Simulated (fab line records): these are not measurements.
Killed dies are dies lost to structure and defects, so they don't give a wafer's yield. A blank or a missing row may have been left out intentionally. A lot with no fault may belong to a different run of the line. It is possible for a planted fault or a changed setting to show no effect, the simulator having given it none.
fab line records	flow nandHarc
record lots=13	wafers=39	lastDay=33
route steps=1302 shown P_ZERO_WELL@2 P_STI@85 P_GATE@122 END@1302
lots with no fault: from the same line, run without faults
startH: hours from the record's first day to the start of the lot's first wafer shown	waitH: hours elapsed since this lot's preceding step	" identical to the entry in the row above	L1.1+2: a row that stands for several wafers	- no value, or no start was given	* or withheld: withheld	< > ~ a bound
route shown NAME@n: a module of which the file shows steps, and the number in the route of the first	usual: the fault-free wafers' mean and standard deviation	same: alike in all rows	chamber/n: place in a boat	sites: per-site readings	_std_site: the values' standard deviation	_edge_site: the outer-site mean with the inner-site mean subtracted	radiusMm: how far each site lies from the wafer's centre	mask NAME#n: copy n	behind: tool/chamber where the wafer was last shaped	hold: why the lot went on hold/how many hours it stayed there/how the hold came to an end	device: which transistor (n, p or np) failed to switch	end of line: the route-end tests of the same wafers	where a step has no rows: the recipe by itself	killed: dies lost to structure and defects at the first sort, not the wafer's yield	map: a wafer's dies, x killed, . not, _ none there
set.NAME: the setting as run; set.NAME@STEP: as run at that earlier step	model.NAME: the simulator's own value behind a step, which no gauge read
a sample of lots followed through the steps of the route, with each step as a table and each wafer as a row
services: from which hour (startH, from the record's first day; less than 0 if before it) a tool's chamber was out of use, for how many hours, and why
## steps
# step NHARC_P_ZERO_WELL_PRECLEAN_00
# recipe timeS=600	tempC=120	chemistry=SPM
lot.wafer	tool	chamber	startH	waitH
L176.1+5+4	wetBench-07	7,0,3	20.13	0.1
L179.2+6+5	wetBench-07	1,4,6	50.12	0.1
L181.5+3+6	wetBench-05	1,5,6	70.12	0.1
L182.5+4+6	wetBench-01	2,4,5	80.14	0.1
L184.4+3+5	wetBench-05	7,0,4	100.13	0.1
L185.4+1+6	wetBench-01	0,2,4	110.12	0.1
L186.3+2+6	wetBench-01	1,3,5	120.13	0.1
L188.4+6+1	wetBench-05	6,7,0	140.14	0.1
L189.5+2+4	wetBench-01	3,4,5	150.13	0.1
L190.3+2+5	wetBench-01	1,3,4	160.12	0.1
L197.5+2+6	wetBench-01	3,4,6	230.14	0.1
L198.5+6+1	wetBench-01	6,7,0	240.15	0.1
L199.5+4+1	wetBench-01	2,4,5	250.14	0.1
# step NHARC_P_STI_INSPECT_11
# usual rawDefectCount=5.7/2.9
lot.wafer	tool	chamber	startH	waitH	rawDefectCount
L176.1	defectInspect-01	-	46.10	0.0	6
L176.4	"	-	"	"	2
L176.5	"	-	"	"	2
L179.2	defectInspect-02	-	74.17	0.0	6
L179.5	"	-	"	"	10
L179.6	"	-	"	"	9
L181.3	defectInspect-01	-	92.70	0.0	5
L181.5	"	-	"	"	3
L181.6	"	-	"	"	6
L182.4	defectInspect-02	-	103.45	0.0	6
L182.5	"	-	"	"	7
L182.6	"	-	"	"	8
L184.3	defectInspect-01	-	123.19	0.0	6
L184.4	"	-	"	"	4
L184.5	"	-	"	"	13
L185.1	defectInspect-01	-	135.48	0.0	2
L185.4	"	-	"	"	2
L185.6	"	-	"	"	5
L186.2	defectInspect-02	-	146.56	0.0	16
L186.3	"	-	"	"	17
L186.6	"	-	"	"	17
L188.1	defectInspect-01	-	163.17	0.0	9
L188.4	"	-	"	"	1
L188.6	"	-	"	"	7
L189.2	defectInspect-02	-	172.97	0.0	22
L189.4	"	-	"	"	21
L189.5	"	-	"	"	19
L190.2	defectInspect-01	-	184.43	0.0	17
L190.3	"	-	"	"	24
L190.5	"	-	"	"	22
L197.2	defectInspect-01	-	257.15	0.0	2
L197.5	"	-	"	"	10
L197.6	"	-	"	"	6
L198.1	defectInspect-01	-	263.94	0.0	10
L198.5	"	-	"	"	8
L198.6	"	-	"	"	11
L199.1	defectInspect-01	-	272.49	0.0	6
L199.4	"	-	"	"	11
L199.5	"	-	"	"	11
# step NHARC_P_GATE_CD_MEAS_11
# recipe targetCdNm=1640	landingEnergyEv=500
# usual cdNm=1639.9/1.7
lot.wafer	tool	chamber	startH	waitH	cdNm
L176.1	cdSem-02	0	83.28	-	1642.5
L176.4	"	0	"	"	1642.2
L176.5	"	0	"	"	1642.3
L179.2	cdSem-02	0	108.41	-	1638.5
L179.5	"	0	"	"	1639.3
L179.6	"	0	"	"	1639.9
L181.3	cdSem-01	0	128.02	-	1638.5
L181.5	"	0	"	"	1640.6
L181.6	"	0	"	"	1640.4
L182.4	cdSem-02	0	139.30	-	1642.0
L182.5	"	0	"	"	1640.1
L182.6	"	0	"	"	1639.7
L184.3	cdSem-03	0	160.96	-	1639.9
L184.4	"	0	"	"	1639.3
L184.5	"	0	"	"	1639.6
L185.1	cdSem-02	0	175.98	-	1640.1
L185.4	"	0	"	"	1640.7
L185.6	"	0	"	"	1641.1
L186.2	cdSem-03	0	182.48	-	1640.6
L186.3	"	0	"	"	1639.8
L186.6	"	0	"	"	1641.9
L188.1	cdSem-02	0	198.00	-	1638.6
L188.4	"	0	"	"	1640.4
L188.6	"	0	"	"	1637.5
L189.2	cdSem-01	0	210.37	-	1640.9
L189.4	"	0	"	"	1639.7
L189.5	"	0	"	"	1639.5
L190.2	cdSem-03	0	229.59	-	1640.8
L190.3	"	0	"	"	1641.1
L190.5	"	0	"	"	1643.1
L197.2	cdSem-03	0	294.45	-	1637.1
L197.5	"	0	"	"	1637.6
L197.6	"	0	"	"	1639.8
L198.1	cdSem-02	0	299.21	-	1639.4
L198.5	"	0	"	"	1638.8
L198.6	"	0	"	"	1638.7
L199.1	cdSem-02	0	308.52	-	1639.3
L199.4	"	0	"	"	1640.5
L199.5	"	0	"	"	1641.8
# step NHARC_P_GATE_STRIP_111
# recipe powerW=1500	tempC=110	timeS=250	chemistry=N2/H2
# usual drypumpMotorCurrentA=6.20/0.21	heaterPowerW=90/9.5
lot.wafer	tool	chamber	startH	waitH	drypumpMotorCurrentA	heaterPowerW	rfHoursCounterH
L176.1	plasmaAsher-02	0	109.55	0.2	6.29	97	7
L176.4	"	1	"	"	6.45	101	-
L176.5	"	1	"	"	6.47	102	-
L179.2	plasmaAsher-02	0	134.66	0.2	6.30	98	12
L179.6	"	1	"	"	6.46	101	-
L179.5	"	0	"	"	6.29	97	-
L181.3	plasmaAsher-02	1	156.81	0.3	6.43	101	-
L181.5	"	0	"	"	6.32	99	-
L181.6	"	1	"	"	6.43	103	-
L182.4	plasmaAsher-02	1	172.96	0.2	6.45	101	-
L182.6	"	0	"	"	6.29	96	-
L182.5	"	1	"	"	6.47	100	-
L184.4	plasmaAsher-02	1	188.52	0.2	6.45	102	-
L184.3	"	0	"	"	6.29	98	-
L184.5	"	1	"	"	6.46	101	-
L185.1	plasmaAsher-02	1	203.41	0.2	6.43	101	27
L185.4	"	0	"	"	6.30	100	-
L185.6	"	1	"	"	6.45	99	-
L186.2	plasmaAsher-02	1	211.07	0.2	6.44	99	29
L186.3	"	0	"	"	6.30	97	-
L186.6	"	0	"	"	6.30	99	-
L188.1	plasmaAsher-01	1	224.22	0.2	6.16	78	10
L188.4	"	0	"	"	5.87	84	-
L188.6	"	1	"	"	6.15	79	-
L189.2	plasmaAsher-02	0	236.81	0.2	6.29	99	34
L189.4	"	1	"	"	6.46	102	-
L189.5	"	0	"	"	6.30	97	-
L190.2	plasmaAsher-02	0	261.89	0.2	6.31	98	0
L190.3	"	1	"	"	6.41	100	-
L190.5	"	1	"	"	6.44	99	-
L197.2	plasmaAsher-01	1	323.41	0.2	6.17	77	30
L197.6	"	0	"	"	5.86	83	-
L197.5	"	1	"	"	6.17	77	-
L198.1	plasmaAsher-01	0	327.41	0.2	5.86	84	31
L198.5	"	1	"	"	6.19	78	-
L198.6	"	0	"	"	5.86	85	-
L199.1	plasmaAsher-01	1	335.09	0.2	6.17	79	33
L199.4	"	0	"	"	5.86	85	-
L199.5	"	1	"	"	6.17	77	-
# step NHARC_P_GATE_RTA_64
# recipe tempC=1050	timeS=1
# usual lampPowerPct=34/4.3	lamp_zone_3_pct=34/4.3	wafer_temp_C_max=1055.8/2.4
lot.wafer	tool	chamber	startH	waitH	lampPowerPct	lamp_zone_3_pct	wafer_temp_C_max
L176.1	rtpAnneal-02	0	114.35	-	30	30	1059.3
L176.4	"	0	"	"	30	30	1057.6
L176.5	"	0	"	"	30	30	1058.0
L179.2	rtpAnneal-01	0	139.18	-	38	38	1053.8
L179.5	"	0	"	"	38	38	1053.9
L179.6	"	0	"	"	38	38	1053.8
L181.3	rtpAnneal-01	0	161.46	-	38	38	1053.2
L181.5	"	0	"	"	38	38	1053.7
L181.6	"	0	"	"	38	38	1052.7
L182.4	rtpAnneal-01	0	177.64	-	38	38	1053.4
L182.5	"	0	"	"	38	38	1052.7
L182.6	"	0	"	"	38	38	1053.3
L184.3	rtpAnneal-01	0	193.28	-	38	38	1053.7
L184.4	"	0	"	"	38	38	1053.8
L184.5	"	0	"	"	38	38	1054.0
L185.1	rtpAnneal-01	0	208.15	-	38	38	1053.5
L185.4	"	0	"	"	38	38	1053.0
L185.6	"	0	"	"	38	38	1054.2
L186.2	rtpAnneal-02	0	215.72	-	30	30	1056.5
L186.3	"	0	"	"	30	30	1056.7
L186.6	"	0	"	"	30	30	1060.3
L188.1	rtpAnneal-02	0	228.97	-	30	30	1057.4
L188.4	"	0	"	"	30	30	1057.0
L188.6	"	0	"	"	30	30	1059.1
L189.2	rtpAnneal-02	0	241.52	-	30	30	1057.8
L189.4	"	0	"	"	30	30	1057.8
L189.5	"	0	"	"	30	30	1059.3
L190.2	rtpAnneal-02	0	266.50	-	30	30	1056.8
L190.3	"	0	"	"	30	30	1058.6
L190.5	"	0	"	"	30	30	1058.8
L197.2	rtpAnneal-01	0	328.04	-	38	38	1053.0
L197.5	"	0	"	"	38	38	1054.3
L197.6	"	0	"	"	38	38	1056.1
L198.1	rtpAnneal-02	0	331.98	-	30	30	1057.4
L198.5	"	0	"	"	30	30	1059.3
L198.6	"	0	"	"	30	30	1060.1
L199.1	rtpAnneal-02	0	339.54	-	30	30	1057.0
L199.4	"	0	"	"	30	30	1056.6
L199.5	"	0	"	"	30	30	1058.0
# step NHARC_END_SORT_01
# recipe tempC=25
# usual killedAtArray=62/15	killedAtOther=0.8/1	killedAtPeriphery=3.7/2.6	killedDies=66/15	killedOpen=3.1/1.8	killedShort=2.6/1.7
# same grossDies=677
lot.wafer	tool	chamber	startH	waitH	killedAtArray	killedAtOther	killedAtPeriphery	killedDies	killedOpen	killedShort
L186.2	prober-02	0	660.38	2.8	64	0	13	77	3	2
L186.3	prober-02	0	661.18	3.1	49	1	14	64	2	2
L186.6	prober-02	0	663.59	4.0	50	0	21	71	2	5
L189.2	prober-02	0	675.39	2.8	78	0	25	103	5	1
L189.4	prober-02	0	676.98	3.4	88	0	20	108	2	1
L189.5	prober-02	0	677.77	3.7	96	0	14	110	2	2
L190.2	prober-01	0	733.44	2.8	69	1	16	86	3	4
L190.3	prober-01	0	734.24	3.1	70	0	19	89	1	3
L190.5	prober-01	0	735.83	3.7	60	0	17	77	5	2
# killed by level:class
L186.2 A_SLIT:chamberFilmFlake=36 A_CHANNEL_HOLE_D2:chamberFilmFlake=16 P_ZERO_WELL:unspecified=10 A_CHANNEL_HOLE_D1:chamberFilmFlake=5 A_CONTACT:chamberFilmFlake=3 P_M2:geometricParticle:short=1 A_ONON_D2:geometricParticle:open=1 A_SGD_CUT:geometricParticle:short=1
L186.3 A_SLIT:chamberFilmFlake=28 A_CHANNEL_HOLE_D2:chamberFilmFlake=9 P_ZERO_WELL:unspecified=8 A_CONTACT:chamberFilmFlake=6 P_M2:chamberFilmFlake=3 P_STI:chamberFilmFlake=2 P_CONTACT:geometricParticle:open=1 A_ONON_D1:geometricParticle:open=1
L186.6 A_SLIT:chamberFilmFlake=24 P_ZERO_WELL:unspecified=14 A_CHANNEL_HOLE_D2:chamberFilmFlake=11 A_CHANNEL_HOLE_D1:chamberFilmFlake=6 P_M2:chamberFilmFlake=3 A_CONTACT:chamberFilmFlake=3 P_STI:chamberFilmFlake=2 P_GATE:geometricParticle:short=1
L189.2 A_SLIT:chamberFilmFlake=32 A_CHANNEL_HOLE_D1:chamberFilmFlake=29 P_ZERO_WELL:unspecified=13 A_CHANNEL_HOLE_D2:chamberFilmFlake=11 P_M2:chamberFilmFlake=4 P_M0:geometricParticle:open=3 A_DECK1_JOINT:chamberFilmFlake=3 P_GATE:chamberFilmFlake=2
L189.4 A_CHANNEL_HOLE_D1:chamberFilmFlake=33 A_SLIT:chamberFilmFlake=27 A_CHANNEL_HOLE_D2:chamberFilmFlake=21 P_ZERO_WELL:unspecified=15 A_CONTACT:chamberFilmFlake=3 P_GATE:chamberFilmFlake=2 P_GATE:geometricParticle:open=1 A_CHANNEL_FILL_D1:geometricParticle:short=1
L189.5 A_CHANNEL_HOLE_D1:chamberFilmFlake=35 A_SLIT:chamberFilmFlake=34 A_CHANNEL_HOLE_D2:chamberFilmFlake=23 P_ZERO_WELL:unspecified=9 P_M2:chamberFilmFlake=2 P_CONTACT:geometricParticle:open=1 A_CHANNEL_HOLE_D1:geometricParticle:short=1 A_DECK1_JOINT:geometricParticle:short=1
L190.2 A_SLIT:chamberFilmFlake=24 A_CHANNEL_HOLE_D2:chamberFilmFlake=18 P_ZERO_WELL:unspecified=11 A_CHANNEL_HOLE_D1:chamberFilmFlake=11 A_CONTACT:chamberFilmFlake=8 P_BONDPAD:chamberFilmFlake=2 A_STAIRCASE:chamberFilmFlake=2 P_GATE:geometricParticle:short=1
L190.3 A_SLIT:chamberFilmFlake=28 A_CHANNEL_HOLE_D2:chamberFilmFlake=22 P_ZERO_WELL:unspecified=12 A_CONTACT:chamberFilmFlake=6 P_BONDPAD:chamberFilmFlake=5 A_STAIRCASE:chamberFilmFlake=4 A_CHANNEL_HOLE_D1:chamberFilmFlake=3 A_ZERO_WELL:chamberFilmFlake=2
L190.5 A_SLIT:chamberFilmFlake=23 A_CHANNEL_HOLE_D2:chamberFilmFlake=23 P_ZERO_WELL:unspecified=14 A_CONTACT:chamberFilmFlake=5 A_SGD_CUT:geometricParticle:open=2 P_GATE:chamberFilmFlake=2 A_CHANNEL_HOLE_D1:chamberFilmFlake=2 P_CONTACT:geometricParticle:open=1
## services
tool	chamber	startH	hours	kind
rtpAnneal-02	-	12.00	12.0	pm
plasmaAsher-02	-	34.62	0.8	repair
wetBench-05	-	59.82	8.0	repair
plasmaAsher-01	-	73.66	13.0	repair
plasmaAsher-02	-	75.29	9.0	pm
plasmaAsher-02	0	75.29	9.0	ventCycle
plasmaAsher-02	1	75.29	9.0	ventCycle
plasmaAsher-02	0	84.29	-	clean
plasmaAsher-02	1	84.29	-	clean
wetBench-05	-	84.80	8.0	pm
plasmaAsher-02	-	90.18	3.4	repair
wetBench-01	-	101.74	8.0	pm
wetBench-07	-	160.04	8.0	pm
wetBench-05	-	160.11	39.5	repair
plasmaAsher-01	-	165.00	9.0	pm
plasmaAsher-02	-	252.29	9.0	pm
plasmaAsher-02	0	252.29	9.0	ventCycle
plasmaAsher-02	1	252.29	9.0	ventCycle
wetBench-05	-	260.80	8.0	pm
plasmaAsher-02	0	261.29	-	clean
plasmaAsher-01	-	261.53	0.6	repair
wetBench-01	-	277.74	8.0	pm
plasmaAsher-02	-	335.00	0.7	repair
wetBench-07	-	336.04	8.0	pm
## key
firstSign step=NHARC_P_STI_INSPECT_11	reading=rawDefectCount	direction=up	sigmas=4.8	usual=5.7	struck=19.4
effect step=NHARC_END_SORT_01	reading=killedAtPeriphery	direction=up	sigmas=5.3	usual=3.7	struck=17.7
metAt NHARC_P_ZERO_WELL_PRECLEAN_00
struckLots L186,L189,L190
testerLeftOut L186,L189,L190
notActingAt NHARC_P_GATE_CD_MEAS_11,NHARC_P_GATE_STRIP_111,NHARC_P_GATE_RTA_64
onsetBetween 110.12 120.13
fault kind=chamberParticleSource	tool=wetBench-01	chamber=-	onsetH=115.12	steps=NHARC_P_ZERO_WELL_PRECLEAN_00	ratePerVisitCm2=0.021807	endH=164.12
# testerLeftOut: of these lots the tester's yield and bins aren't shown, on N5 and GAA mostly nor the transistor test; their killed dies are dies lost to structure and defects alone, not to doping, threshold or leakage, so they don't give the yield
